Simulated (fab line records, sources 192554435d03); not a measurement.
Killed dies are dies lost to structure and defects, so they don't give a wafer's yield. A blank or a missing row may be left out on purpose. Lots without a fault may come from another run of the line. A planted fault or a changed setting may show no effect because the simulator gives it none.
Chamber matching | flow n5_finfet | N5_BEOL_M14_CMP_49 on cmp-04: 4 sister chambers
The step polishes, stops on SiO2, t overpolish 5.2 s, target thk 560 nm. 16 wafers are shown with their chamber, then 8 later ones without.

WAFERS WITH THEIR CHAMBER
wafer  | chamber | motor_current_A (A) | time_to_endpoint_s (s) | barrier_field_endpoint_s (s)
L075.1 | 1       | 7.0                 | 121                    | 11.6
L075.3 | 0       | 7.0                 | 120                    | 11.2
L075.6 | 0       | 7.2                 | 120                    | 11.5
L079.1 | 0       | 7.7                 | 127                    | 11.5
L079.4 | 1       | 7.1                 | 123                    | 11.3
L079.5 | 3       | 8.4                 | 124                    | 11.2
L081.2 | 2       | 7.2                 | 128                    | 11.9
L081.3 | 3       | 8.9                 | 130                    | 11.7
L081.6 | 2       | 7.4                 | 129                    | 11.9
L082.1 | 2       | 7.1                 | 125                    | 11.6
L082.4 | 0       | 7.2                 | 125                    | 11.4
L082.5 | 3       | 8.4                 | 126                    | 11.6
L084.1 | 3       | 8.6                 | 125                    | 11.3
L084.3 | 0       | 7.5                 | 121                    | 11.5
L084.6 | 0       | 7.3                 | 124                    | 11.3
L086.3 | 2       | 7.5                 | 125                    | 11.7

SIGNATURES (means of the wafers above)
reading                  | chamber 0 | chamber 1 | chamber 2 | chamber 3 | scatter within a chamber
motor_current_A          | 7.317     | 7.050     | 7.300     | 8.575     | 0.22
time_to_endpoint_s       | 122.83    | 122.00    | 126.75    | 126.25    | 2.55
barrier_field_endpoint_s | 11.400    | 11.450    | 11.775    | 11.450    | 0.174
Rule: a wafer's distance from a chamber is the root of the sum, over the readings, of the square of ((its reading less the chamber's mean) divided by the reading's scatter). The wafer belongs to the nearest chamber; if the next one is less than 2 further off, it can't be placed. The scatter: the root of (the sum of the squares of (reading less its chamber's mean) over the shown wafers, divided by (wafers less chambers)).

WAFERS WITHOUT THEIR CHAMBER
wafer  | motor_current_A (A) | time_to_endpoint_s (s) | barrier_field_endpoint_s (s)
L086.5 | 8.6                 | 120                    | 11.4
L086.6 | 7.6                 | 124                    | 11.5
L090.1 | 9.0                 | 120                    | 11.3
L090.3 | 7.7                 | 121                    | 11.2
L090.4 | 6.9                 | 123                    | 11.5
L091.3 | 8.4                 | 125                    | 11.8
L091.4 | 7.5                 | 123                    | 11.5
L091.5 | 8.5                 | 120                    | 11.3

WHICH CHAMBER EACH WENT THROUGH
wafer  | from the rows above          | in truth
L086.5 | 3                            | 3
L086.6 | can't be placed: 0 or 2 or 1 | 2
L090.1 | 3                            | 3
L090.3 | can't be placed: 0 or 1      | 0
L090.4 | can't be placed: 1 or 0 or 2 | 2
L091.3 | 3                            | 3
L091.4 | can't be placed: 0 or 1 or 2 | 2
L091.5 | 3                            | 3
Placed correctly: 4 of 8. Can't be placed from these rows: 4 (the true chamber is among the candidates in 4). Placed wrongly: 0.
